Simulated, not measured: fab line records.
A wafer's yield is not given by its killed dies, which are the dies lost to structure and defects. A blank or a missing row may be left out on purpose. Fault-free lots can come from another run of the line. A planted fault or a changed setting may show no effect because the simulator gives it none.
fab line records + flow nand_harc
record
- lots=13
- wafers=39
- last_day=33
route steps=1302 shown P_M1@309 THIN_TSV@1261 END@1302
lots that met no fault: from a run of the same line without faults
start_h: hours from the record's opening day to when the first of the lot's shown wafers began + wait_h: hours from the lot's prior step to this one + " repeats the value in the row above + L1.1+2: several wafers, shown together as one row + - no value, or no start given + * or withheld: withheld + < > ~ a bound
route shown NAME@n: names a module that has steps shown in the file, with the first one's number in the route + usual: average and standard deviation across the fault-free wafers + same: alike in all rows + chamber/n: place in a boat + sites: per-site readings + _std_site: their standard deviation + _edge_site: outer sites' mean less inner sites' + radius_mm: how far each site lies from the wafer's centre + mask NAME#n: copy n + behind: tool/chamber where the wafer was last shaped + hold: reason for holding the lot/hours on hold/outcome of the hold + device: which transistor (n, p or np) failed to switch + end of line: at the end of the route, the tests of the same wafers + a step with no rows: only its recipe + killed: at the first sort, the dies lost to defects and structure; wafer yield is something else + map: shows each die of a wafer: x if killed, . if not, _ if none is there
set.NAME: the setting as run; set.NAME@STEP: as run at that earlier step + model.NAME: the simulator's own value behind a step, which no gauge read
the route's steps for a sample of lots (tables are steps, rows are wafers)
services: a tool's chamber out of use, with start hour (start_h, from the record's first day; less than 0 if before it), hours out, and reason
## steps
# step NHARC_P_M1_ECD_22
# recipe
- target_thk_a=4000
- bath_temp_c=25
- material=Cu
# usual
- bath_heat_duty_pct=6.2/0.57
| lot.wafer | tool      | chamber | start_h | wait_h | bath_heat_duty_pct |
|-----------|-----------|---------|---------|--------|--------------------|
| L913.1    | ecd_cu-01 | 1       | 138.22  | -      | 6.7                |
| L913.4    | "         | 0       | "       | "      | 5.8                |
| L913.6    | "         | 0       | "       | "      | 5.5                |
| L914.2    | ecd_cu-01 | 0       | 143.13  | -      | 5.8                |
| L914.6    | "         | 0       | "       | "      | 5.7                |
| L914.5    | "         | 1       | "       | "      | 6.7                |
| L915.2    | ecd_cu-02 | 1       | 156.47  | -      | 6.9                |
| L915.6    | "         | 0       | "       | "      | 6.8                |
| L915.5    | "         | 1       | "       | "      | 5.3                |
| L916.2    | ecd_cu-02 | 0       | 163.66  | -      | 6.5                |
| L916.4    | "         | 1       | "       | "      | 6.5                |
| L916.6    | "         | 0       | "       | "      | 6.6                |
| L918.2    | ecd_cu-01 | 0       | 176.06  | -      | 5.7                |
| L918.1    | "         | 1       | "       | "      | 5.9                |
| L918.3    | "         | 0       | "       | "      | 5.6                |
| L919.1    | ecd_cu-01 | 0       | 185.44  | -      | 6.5                |
| L919.3    | "         | 0       | "       | "      | 5.4                |
| L919.5    | "         | 1       | "       | "      | 7.4                |
| L920.2    | ecd_cu-01 | 1       | 202.69  | -      | 7.0                |
| L920.3    | "         | 0       | "       | "      | 5.5                |
| L920.5    | "         | 0       | "       | "      | 5.7                |
| L930.2    | ecd_cu-02 | 0       | 304.74  | -      | 6.1                |
| L930.1    | "         | 1       | "       | "      | 6.0                |
| L930.3    | "         | 0       | "       | "      | 6.9                |
| L931.4    | ecd_cu-01 | 0       | 313.66  | -      | 5.8                |
| L931.6    | "         | 1       | "       | "      | 6.4                |
| L931.5    | "         | 0       | "       | "      | 5.9                |
| L932.2    | ecd_cu-01 | 1       | 321.31  | -      | 6.9                |
| L932.3    | "         | 0       | "       | "      | 6.3                |
| L932.6    | "         | 1       | "       | "      | 7.0                |
| L934.3    | ecd_cu-02 | 1       | 342.90  | -      | 6.5                |
| L934.6    | "         | 0       | "       | "      | 6.4                |
| L934.5    | "         | 1       | "       | "      | 5.7                |
| L933.1    | ecd_cu-02 | 0       | 343.12  | -      | 6.1                |
| L933.4    | "         | 1       | "       | "      | 7.0                |
| L933.3    | "         | 0       | "       | "      | 6.9                |
| L936.2    | ecd_cu-01 | 1       | 357.14  | -      | 4.8                |
| L936.1    | "         | 0       | "       | "      | 6.1                |
| L936.5    | "         | 1       | "       | "      | 6.2                |
# step NHARC_THIN_TSV_DESCUM_14
# recipe
- time_s=3
- o2_flow_sccm=200
- ar_flow_sccm=0
- bias_power_w=0
- chemistry=O2
# usual
- drypump_motor_current_A=5.9/0.43
- o2_flow_sccm=199.9/0.61
- oes_product_au=0.995/0.015
- rf_vpp_V=57.6/0.94
- showerhead_plenum_p_Torr=1.88/0.083
- throttle_valve_pct=11.311/0.0098
| lot.wafer | tool        | chamber | start_h | wait_h | drypump_motor_current_A | o2_flow_sccm | oes_product_au | rf_hours_counter_h | rf_vpp_V | showerhead_plenum_p_Torr | throttle_valve_pct |
|-----------|-------------|---------|---------|--------|-------------------------|--------------|----------------|--------------------|----------|--------------------------|--------------------|
| L913.1    | rie_diel-05 | 1       | 561.23  | -      | 6.2                     | 199.0        | 1.003          | 8.9                | 58.1     | 1.96                     | 11.308             |
| L913.4    | "           | 3       | "       | "      | 6.0                     | 199.2        | 0.991          | 8.8                | 56.8     | 1.95                     | 11.309             |
| L913.6    | "           | 2       | "       | "      | 6.2                     | 200.2        | 0.982          | -                  | 57.3     | 1.79                     | 11.317             |
| L915.2    | rie_diel-05 | 1       | 562.29  | -      | 6.1                     | 200.0        | 1.011          | 9.1                | 57.0     | 1.96                     | 11.324             |
| L915.5    | "           | 1       | "       | "      | 6.2                     | 200.0        | 1.012          | -                  | 57.9     | 1.96                     | 11.294             |
| L915.6    | "           | 2       | "       | "      | 6.2                     | 200.2        | 0.997          | -                  | 57.4     | 1.79                     | 11.323             |
| L914.2    | rie_diel-07 | 1       | 568.28  | -      | 6.3                     | 200.3        | 0.975          | 2.8                | 57.9     | 1.82                     | 11.324             |
| L914.6    | "           | 1       | "       | "      | 6.3                     | 200.0        | 0.972          | -                  | 57.7     | 1.82                     | 11.289             |
| L914.5    | "           | 2       | "       | "      | 5.0                     | 200.7        | 0.976          | -                  | 58.1     | 2.02                     | 11.304             |
| L916.2    | rie_diel-09 | 0       | 587.48  | -      | 6.4                     | 199.7        | 1.010          | 4.8                | 58.7     | 1.86                     | 11.307             |
| L916.4    | "           | 1       | "       | "      | 5.2                     | 200.2        | 0.989          | 4.5                | 56.4     | 1.78                     | 11.304             |
| L916.6    | "           | 1       | "       | "      | 5.2                     | 201.0        | 0.996          | -                  | 56.9     | 1.78                     | 11.332             |
| L918.1    | rie_diel-05 | 2       | 593.08  | -      | 6.2                     | 200.0        | 1.011          | 0                  | 57.8     | 1.79                     | 11.301             |
| L918.3    | "           | 3       | "       | "      | 6.0                     | 199.3        | 1.000          | 0                  | 59.9     | 1.95                     | 11.308             |
| L918.2    | "           | 0       | "       | "      | 5.4                     | 199.6        | 0.973          | 0                  | 57.9     | 1.95                     | 11.310             |
| L919.3    | rie_diel-09 | 0       | 606.92  | -      | 6.4                     | 199.8        | 1.039          | 5.6                | 57.1     | 1.86                     | 11.311             |
| L919.1    | "           | 1       | "       | "      | 5.2                     | 200.5        | 0.988          | 5.3                | 56.5     | 1.78                     | 11.294             |
| L919.5    | "           | 0       | "       | "      | 6.3                     | 200.0        | 1.025          | -                  | 57.1     | 1.86                     | 11.318             |
| L920.2    | rie_diel-07 | 0       | 609.44  | -      | 5.3                     | 199.0        | 0.997          | 5.5                | 56.7     | 1.80                     | 11.311             |
| L920.3    | "           | 2       | "       | "      | 5.1                     | 200.7        | 1.005          | 6.6                | 58.6     | 2.02                     | 11.317             |
| L920.5    | "           | 1       | "       | "      | 6.3                     | 200.2        | 0.986          | -                  | 58.3     | 1.82                     | 11.305             |
| L930.1    | rie_diel-07 | 3       | 746.75  | -      | 6.5                     | 199.7        | 0.989          | 4.0                | 56.4     | 1.83                     | 11.311             |
| L930.3    | "           | 1       | "       | "      | 6.3                     | 199.6        | 0.993          | 2.7                | 58.1     | 1.82                     | 11.313             |
| L930.2    | "           | 2       | "       | "      | 5.1                     | 199.3        | 1.011          | 3.0                | 57.5     | 2.02                     | 11.301             |
| L931.4    | rie_diel-09 | 2       | 747.78  | -      | 5.7                     | 200.9        | 0.994          | 4.5                | 57.0     | 1.86                     | 11.318             |
| L931.6    | "           | 2       | "       | "      | 5.7                     | 200.7        | 0.989          | -                  | 57.5     | 1.86                     | 11.321             |
| L931.5    | "           | 3       | "       | "      | 6.0                     | 200.3        | 1.007          | -                  | 59.0     | 2.01                     | 11.331             |
| L932.2    | rie_diel-09 | 0       | 755.97  | -      | 6.4                     | 200.3        | 1.014          | 4.6                | 57.5     | 1.85                     | 11.319             |
| L932.3    | "           | 1       | "       | "      | 5.2                     | 200.1        | 1.003          | 4.8                | 55.4     | 1.77                     | 11.321             |
| L932.6    | "           | 3       | "       | "      | 6.0                     | 200.6        | 1.009          | -                  | 58.6     | 2.01                     | 11.313             |
| L933.1    | rie_diel-05 | 1       | 757.24  | -      | 6.1                     | 201.5        | 0.973          | 6.0                | 58.3     | 1.96                     | 11.289             |
| L933.3    | "           | 3       | "       | "      | 6.0                     | 199.1        | 1.005          | 6.6                | 58.0     | 1.95                     | 11.310             |
| L933.4    | "           | 0       | "       | "      | 5.4                     | 200.4        | 0.987          | 7.1                | 56.9     | 1.95                     | 11.313             |
| L934.3    | rie_diel-05 | 0       | 758.47  | -      | 5.4                     | 198.6        | 0.989          | 7.4                | 58.8     | 1.95                     | 11.300             |
| L934.5    | "           | 3       | "       | "      | 6.0                     | 199.6        | 1.006          | -                  | 57.8     | 1.95                     | 11.315             |
| L934.6    | "           | 0       | "       | "      | 5.4                     | 199.0        | 0.988          | -                  | 56.5     | 1.95                     | 11.320             |
| L936.1    | rie_diel-05 | 1       | 771.03  | -      | 6.2                     | 200.8        | 0.977          | 0                  | 57.2     | 1.96                     | 11.302             |
| L936.2    | "           | 2       | "       | "      | 6.2                     | 199.6        | 0.991          | 0                  | 57.3     | 1.78                     | 11.306             |
| L936.5    | "           | 2       | "       | "      | 6.2                     | 199.3        | 0.990          | -                  | 56.9     | 1.79                     | 11.325             |
# step NHARC_THIN_TSV_ANNEAL_52
# recipe
- temp_c=225
- time_s=90
# usual
- wafer_temp_C_max=226.23/0.26
| lot.wafer | tool          | chamber | start_h | wait_h | wafer_temp_C_max |
|-----------|---------------|---------|---------|--------|------------------|
| L913.1    | rtp_anneal-02 | 0       | 565.10  | 0.5    | 226.24           |
| L913.4    | "             | 0       | "       | "      | 226.38           |
| L913.6    | "             | 0       | "       | "      | 226.16           |
| L915.2    | rtp_anneal-01 | 0       | 566.13  | 0.6    | 226.17           |
| L915.5    | "             | 0       | "       | "      | 226.24           |
| L915.6    | "             | 0       | "       | "      | 225.88           |
| L914.2    | rtp_anneal-01 | 0       | 572.21  | 0.8    | 226.13           |
| L914.5    | "             | 0       | "       | "      | 226.30           |
| L914.6    | "             | 0       | "       | "      | 226.25           |
| L916.2    | rtp_anneal-02 | 0       | 591.44  | 0.8    | 226.07           |
| L916.4    | "             | 0       | "       | "      | 226.06           |
| L916.6    | "             | 0       | "       | "      | 226.22           |
| L918.1    | rtp_anneal-01 | 0       | 596.88  | 0.5    | 226.15           |
| L918.2    | "             | 0       | "       | "      | 226.35           |
| L918.3    | "             | 0       | "       | "      | 226.53           |
| L919.1    | rtp_anneal-02 | 0       | 610.91  | 0.6    | 226.33           |
| L919.3    | "             | 0       | "       | "      | 226.66           |
| L919.5    | "             | 0       | "       | "      | 226.60           |
| L920.2    | rtp_anneal-01 | 0       | 613.41  | 0.6    | 225.98           |
| L920.3    | "             | 0       | "       | "      | 225.93           |
| L920.5    | "             | 0       | "       | "      | 226.02           |
| L930.1    | rtp_anneal-01 | 0       | 750.62  | 0.6    | 225.80           |
| L930.2    | "             | 0       | "       | "      | 226.38           |
| L930.3    | "             | 0       | "       | "      | 226.30           |
| L931.4    | rtp_anneal-01 | 0       | 751.83  | 0.6    | 226.21           |
| L931.5    | "             | 0       | "       | "      | 226.06           |
| L931.6    | "             | 0       | "       | "      | 226.45           |
| L932.2    | rtp_anneal-02 | 0       | 759.84  | 0.6    | 226.66           |
| L932.3    | "             | 0       | "       | "      | 226.26           |
| L932.6    | "             | 0       | "       | "      | 226.38           |
| L933.1    | rtp_anneal-01 | 0       | 761.09  | 0.6    | 226.14           |
| L933.3    | "             | 0       | "       | "      | 226.03           |
| L933.4    | "             | 0       | "       | "      | 226.24           |
| L934.3    | rtp_anneal-01 | 0       | 762.38  | 0.4    | 226.66           |
| L934.5    | "             | 0       | "       | "      | 225.92           |
| L934.6    | "             | 0       | "       | "      | 226.18           |
| L936.1    | rtp_anneal-01 | 0       | 774.96  | 0.6    | 226.23           |
| L936.2    | "             | 0       | "       | "      | 226.28           |
| L936.5    | "             | 0       | "       | "      | 225.87           |
# step NHARC_THIN_TSV_ETCH_36
# recipe
- target_depth_a=650
- over_etch_frac=0.3
- time_s=18.571
- ion_energy_ev=150
- chemistry=Cl2/BCl3
# usual
- drypump_motor_current_A=5.9/0.34
- oes_product_au=0.993/0.015
| lot.wafer | tool         | chamber | start_h | wait_h | drypump_motor_current_A | oes_product_au | rf_hours_counter_h |
|-----------|--------------|---------|---------|--------|-------------------------|----------------|--------------------|
| L913.1    | rie_metal-03 | 0       | 567.60  | 0.2    | 5.6                     | 0.964          | 0.4                |
| L913.4    | "            | 1       | "       | "      | 6.3                     | 0.971          | -                  |
| L913.6    | "            | 0       | "       | "      | 5.6                     | 0.971          | -                  |
| L915.2    | rie_metal-01 | 0       | 568.45  | 0.2    | 6.1                     | 0.995          | 2.7                |
| L915.5    | "            | 0       | "       | "      | 6.1                     | 0.997          | -                  |
| L915.6    | "            | 1       | "       | "      | 5.8                     | 0.982          | -                  |
| L914.2    | rie_metal-02 | 1       | 574.53  | 0.2    | 5.3                     | 1.030          | 2.0                |
| L914.6    | "            | 1       | "       | "      | 5.3                     | 1.019          | -                  |
| L914.5    | "            | 0       | "       | "      | 6.0                     | 0.993          | -                  |
| L916.2    | rie_metal-03 | 1       | 594.15  | 0.2    | 6.4                     | 0.976          | 1.1                |
| L916.4    | "            | 1       | "       | "      | 6.3                     | 0.996          | -                  |
| L916.6    | "            | 0       | "       | "      | 5.6                     | 0.992          | -                  |
| L918.1    | rie_metal-03 | 1       | 599.39  | 0.2    | 6.3                     | 0.981          | 1.3                |
| L918.2    | "            | 0       | "       | "      | 5.6                     | 0.991          | 1.3                |
| L918.3    | "            | 0       | "       | "      | 5.6                     | 0.991          | -                  |
| L919.1    | rie_metal-01 | 1       | 613.40  | 0.2    | 5.9                     | 1.014          | 0.7                |
| L919.3    | "            | 1       | "       | "      | 5.9                     | 1.023          | -                  |
| L919.5    | "            | 1       | "       | "      | 5.9                     | 1.010          | -                  |
| L920.2    | rie_metal-02 | 1       | 615.86  | 0.2    | 5.3                     | 1.029          | 2.6                |
| L920.3    | "            | 0       | "       | "      | 6.1                     | 1.002          | -                  |
| L920.5    | "            | 1       | "       | "      | 5.3                     | 1.036          | -                  |
| L930.2    | rie_metal-03 | 1       | 753.00  | 0.2    | 6.3                     | 0.986          | 0.9                |
| L930.1    | "            | 0       | "       | "      | 5.6                     | 0.984          | 0.9                |
| L930.3    | "            | 1       | "       | "      | 6.3                     | 0.977          | -                  |
| L931.4    | rie_metal-02 | 0       | 754.08  | 0.2    | 6.0                     | 0.996          | -                  |
| L931.6    | "            | 0       | "       | "      | 6.0                     | 0.983          | -                  |
| L931.5    | "            | 1       | "       | "      | 5.3                     | 1.024          | -                  |
| L932.2    | rie_metal-01 | 0       | 762.20  | 0.2    | 6.1                     | 0.993          | 0.2                |
| L932.3    | "            | 0       | "       | "      | 6.1                     | 0.989          | -                  |
| L932.6    | "            | 1       | "       | "      | 5.9                     | 0.971          | -                  |
| L933.1    | rie_metal-03 | 0       | 763.45  | 0.2    | 5.6                     | 0.978          | 1.3                |
| L933.3    | "            | 0       | "       | "      | 5.6                     | 0.983          | -                  |
| L933.4    | "            | 1       | "       | "      | 6.3                     | 0.989          | -                  |
| L934.3    | rie_metal-02 | 0       | 764.77  | 0.2    | 6.0                     | 0.994          | -                  |
| L934.5    | "            | 0       | "       | "      | 6.0                     | 1.005          | -                  |
| L934.6    | "            | 1       | "       | "      | 5.3                     | 1.017          | -                  |
| L936.1    | rie_metal-03 | 0       | 777.48  | 0.2    | 5.6                     | 0.979          | 1.6                |
| L936.2    | "            | 1       | "       | "      | 6.3                     | 0.993          | 1.6                |
| L936.5    | "            | 0       | "       | "      | 5.6                     | 0.978          | -                  |
# step NHARC_END_SORT_01
# recipe
- temp_c=25
# usual
- defect_limited_yield=90/3.4
- killed_at_array=61/24
- killed_at_other=1.2/1.3
- killed_at_periphery=3.7/2.6
- killed_dies=66/23
- killed_open=3.3/1.8
- killed_short=2.4/1.6
# same
- gross_dies=677
| lot.wafer | tool      | chamber | start_h | wait_h | defect_limited_yield[%] | killed_at_array | killed_at_other | killed_at_periphery | killed_dies | killed_open | killed_short |
|-----------|-----------|---------|---------|--------|-------------------------|-----------------|-----------------|---------------------|-------------|-------------|--------------|
| L915.2    | prober-01 | 0       | 583.02  | 2.8    | 93                      | 39              | 0               | 11                  | 50          | 3           | 3            |
| L915.5    | prober-01 | 0       | 585.42  | 3.7    | 92                      | 46              | 1               | 8                   | 55          | 3           | 4            |
| L915.6    | prober-01 | 0       | 586.22  | 4.0    | 92                      | 48              | 0               | 6                   | 54          | 4           | 4            |
| L919.1    | prober-02 | 0       | 621.97  | 2.5    | 20                      | 35              | 0               | 507                 | 542         | 3           | 3            |
| L919.3    | prober-02 | 0       | 623.57  | 3.1    | 23                      | 24              | 1               | 493                 | 518         | 1           | 0            |
| L919.5    | prober-02 | 0       | 625.16  | 3.7    | 23                      | 31              | 1               | 490                 | 522         | 1           | 0            |
| L920.2    | prober-02 | 0       | 630.59  | 2.8    | 19                      | 18              | 1               | 532                 | 551         | 4           | 0            |
| L920.3    | prober-02 | 0       | 631.39  | 3.1    | 18                      | 34              | 1               | 520                 | 555         | 1           | 2            |
| L920.5    | prober-02 | 0       | 633.00  | 3.7    | 21                      | 37              | 0               | 495                 | 532         | 4           | 0            |
# killed by level:class
L915.2 A_SLIT:chamber_film_flake=22 P_GATE:chamber_film_flake=7 P_M1:chamber_film_flake=4 A_CHANNEL_HOLE_D2:chamber_film_flake=4 A_CONTACT:chamber_film_flake=3 A_ONON_D2:geometric_particle:short=2 A_BLC:geometric_particle:open=2 A_CHANNEL_HOLE_D1:chamber_film_flake=2
L915.5 A_SLIT:chamber_film_flake=23 P_GATE:chamber_film_flake=6 A_CHANNEL_HOLE_D1:chamber_film_flake=6 A_CHANNEL_HOLE_D2:chamber_film_flake=6 A_CONTACT:chamber_film_flake=2 P_M0:geometric_particle:open=1 A_CHANNEL_HOLE_D1:geometric_particle:short=1 A_CHANNEL_FILL_D1:geometric_particle:short=1
L915.6 A_SLIT:chamber_film_flake=29 P_GATE:chamber_film_flake=6 A_CHANNEL_HOLE_D2:chamber_film_flake=5 A_CONTACT:chamber_film_flake=4 A_WL_FILL:geometric_particle:short=2 A_M0:geometric_particle:open=2 A_M0:geometric_particle:short=2 A_ONON_D1:geometric_particle:open=1
L919.1 P_M1:unspecified=506 A_CHANNEL_HOLE_D1:chamber_film_flake=20 A_CHANNEL_HOLE_D2:chamber_film_flake=9 P_GATE:geometric_particle:short=1 A_CHANNEL_FILL_D2:geometric_particle:short=1 A_CHANNEL_FILL_D2:geometric_particle:open=1 A_SGD_CUT:geometric_particle:short=1 A_BLC:geometric_particle:open=1
L919.3 P_M1:unspecified=493 A_CHANNEL_HOLE_D1:chamber_film_flake=18 A_CHANNEL_HOLE_D2:chamber_film_flake=5 A_M0:geometric_particle:open=1 THIN_TSV:chamber_film_flake=1
L919.5 P_M1:unspecified=489 A_CHANNEL_HOLE_D1:chamber_film_flake=21 A_CHANNEL_HOLE_D2:chamber_film_flake=5 A_CONTACT:chamber_film_flake=2 A_WL_FILL:chamber_film_flake=2 A_ONON_D1:geometric_particle:open=1 P_STI:chamber_film_flake=1 THIN_TSV:chamber_film_flake=1
L920.2 P_M1:unspecified=523 A_SLIT:chamber_film_flake=7 A_CHANNEL_HOLE_D2:chamber_film_flake=7 P_GATE:chamber_film_flake=3 P_M0:chamber_film_flake=2 P_CONTACT:geometric_particle:open=1 P_M0:geometric_particle:open=1 A_SOURCE_PLATE:geometric_particle:open=1
L920.3 P_M1:unspecified=519 A_SLIT:chamber_film_flake=17 A_CHANNEL_HOLE_D2:chamber_film_flake=10 A_CONTACT:chamber_film_flake=2 A_CHANNEL_HOLE_D1:chamber_film_flake=2 A_CHANNEL_FILL_D1:geometric_particle:open=1 A_CHANNEL_FILL_D2:geometric_particle:short=1 A_SGD_CUT:geometric_particle:short=1
L920.5 P_M1:unspecified=494 A_SLIT:chamber_film_flake=18 A_CHANNEL_HOLE_D2:chamber_film_flake=7 A_CHANNEL_HOLE_D1:chamber_film_flake=3 A_CONTACT:chamber_film_flake=3 A_ONON_D1:geometric_particle:open=1 A_CHANNEL_FILL_D2:geometric_particle:open=1 A_SGD_CUT:geometric_particle:open=1
## services
| tool          | chamber | start_h | hours | kind   |
|---------------|---------|---------|-------|--------|
| rie_diel-05   | 1       | 115.30  | 2.9   | repair |
| ecd_cu-01     | -       | 128.49  | 0.2   | repair |
| rie_diel-05   | -       | 149.66  | 0.5   | repair |
| rie_diel-05   | 3       | 153.49  | 5.2   | repair |
| ecd_cu-01     | -       | 160.17  | 8.0   | pm     |
| rie_metal-03  | -       | 165.00  | 9.0   | pm     |
| rie_diel-05   | -       | 180.08  | 0.2   | repair |
| ecd_cu-01     | -       | 191.70  | 4.2   | repair |
| rie_diel-05   | 0       | 202.32  | 6.7   | repair |
| rie_diel-05   | -       | 229.92  | 9.0   | pm     |
| rie_diel-05   | 1       | 239.71  | 17.7  | repair |
| rie_diel-05   | 2       | 244.97  | 7.2   | repair |
| rie_diel-05   | 0       | 292.92  | 1.4   | repair |
| ecd_cu-01     | -       | 336.17  | 8.0   | pm     |
| rie_metal-03  | -       | 342.00  | 9.0   | pm     |
| rie_diel-05   | 1       | 345.34  | 7.7   | repair |
| ecd_cu-01     | -       | 358.12  | 1.0   | repair |
| rie_diel-05   | 2       | 363.08  | 10.3  | repair |
| rtp_anneal-01 | -       | 372.16  | 12.0  | pm     |
| rie_metal-03  | -       | 382.41  | 0.3   | repair |
| rtp_anneal-01 | -       | 483.05  | 3.6   | repair |
| ecd_cu-01     | -       | 512.32  | 8.0   | pm     |
| ecd_cu-01     | -       | 538.69  | 2.6   | repair |
| ecd_cu-01     | -       | 688.32  | 8.0   | pm     |
## key
first_sign
- step=NHARC_END_SORT_01
- reading=killed_at_periphery
- direction=up
- sigmas=99+
- usual=3.7
- struck=506.2
effect
- step=NHARC_END_SORT_01
- reading=defect_limited_yield
- direction=down
- sigmas=21
- usual=90
- struck=21
more_kills_born_at
- NHARC_P_M1_ECD_22@ecd_cu-01=3024
met_at NHARC_P_M1_ECD_22
struck_lots L919,L920
not_acting_at NHARC_THIN_TSV_DESCUM_14,NHARC_THIN_TSV_ANNEAL_52,NHARC_THIN_TSV_ETCH_36
onset_between 176.06 185.44
fault
- kind=chamber_particle_source
- tool=ecd_cu-01
- chamber=-
- onset_h=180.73
- steps=NHARC_P_M1_ECD_22
- rate_per_visit_cm2=1.5844
- end_h=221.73
